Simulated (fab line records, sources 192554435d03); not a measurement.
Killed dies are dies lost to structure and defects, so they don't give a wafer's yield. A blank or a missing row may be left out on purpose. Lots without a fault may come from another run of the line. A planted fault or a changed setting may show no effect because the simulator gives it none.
Which tool did it? | flow n5_finfet | 10 lots, 29 wafers sampled, at 3 steps of a route of 1938

WHAT THE GAUGES READ, wafer by wafer
N5_PASSIVATION_OVL_MEAS_63.
lot  | measured     | on         | PAD_OVL (nm)
L750 | day 12 01:01 | overlay-02 | -8 -7
L751 | day 12 00:27 | overlay-02 | 1 8 2
L753 | day 12 13:39 | overlay-01 | -4 -3 -4
L754 | day 13 03:56 | overlay-01 | 8 6 -1
L755 | day 13 03:31 | overlay-01 | -8 2 1
L758 | day 13 16:07 | overlay-02 | -10 -5 -8
L760 | day 14 09:23 | overlay-02 | -3 -3 5
L762 | day 14 20:02 | overlay-01 | 2 -3 2
L764 | day 15 06:09 | overlay-02 | 0 1 -1
L768 | day 16 18:59 | overlay-01 | -1 -1 -5

WHICH TOOL RAN EACH LOT (tool, then ch and the chambers of the sampled wafers, then the start)
lot  | N5_BEOL_M2_SPUTTER_81        | N5_PASSIVATION_ETCH_15
L750 | pvd_sputter-01, day 6 21:52  | rie_diel-01 ch 0,3, day 12 01:01 or earlier
L751 | pvd_sputter-02, day 7 01:23  | rie_diel-02 ch 1, day 12 00:27 or earlier
L753 | pvd_sputter-02, day 7 11:13  | rie_diel-02 ch 1,2,3, day 12 13:39 or earlier
L754 | pvd_sputter-02, day 7 20:18  | rie_diel-03 ch 0,1,2, day 13 03:56 or earlier
L755 | pvd_sputter-03, day 8 01:29  | rie_diel-02 ch 2,3, day 13 03:31 or earlier
L758 | pvd_sputter-03, day 8 17:10  | rie_diel-03 ch 0,2, day 13 16:07 or earlier
L760 | pvd_sputter-03, day 9 06:35  | rie_diel-02 ch 1,2,3, day 14 09:23 or earlier
L762 | pvd_sputter-01, day 10 04:39 | rie_diel-01 ch 0,1,3, day 14 20:02 or earlier
L764 | pvd_sputter-03, day 10 10:34 | rie_diel-01 ch 1,3, day 15 06:09 or earlier
L768 | pvd_sputter-02, day 11 02:42 | rie_diel-02 ch 1,2, day 16 18:59 or earlier
- N5_BEOL_M2_SPUTTER_81: material Cu, target thk 4.5 nm, time 8.29 s.
- N5_PASSIVATION_ETCH_15: etches SiCN in CF4/N2, target depth 75 nm, time 81.2 s.

THE ANSWER, worked out from the rows above alone
Rule: what is usual is taken from the lots themselves. Put in order of their means at a reading, lots are off if they are a third of the lots or fewer, leave a main group of 4 or more, and stand apart from it by a gap of 3 or more times the standard deviation of the main group's means; of several such gaps the widest counts. A main group whose means are all the same, to the digits that the tables above print for the reading, isn't used. A lot without any number at a reading at which 4 lots or more have one is off too. The other lots that the step has rows for count as sound.
No lot is off at any reading shown: from this, nothing can be told.

WHAT THE SIMULATOR HAD PUT IN
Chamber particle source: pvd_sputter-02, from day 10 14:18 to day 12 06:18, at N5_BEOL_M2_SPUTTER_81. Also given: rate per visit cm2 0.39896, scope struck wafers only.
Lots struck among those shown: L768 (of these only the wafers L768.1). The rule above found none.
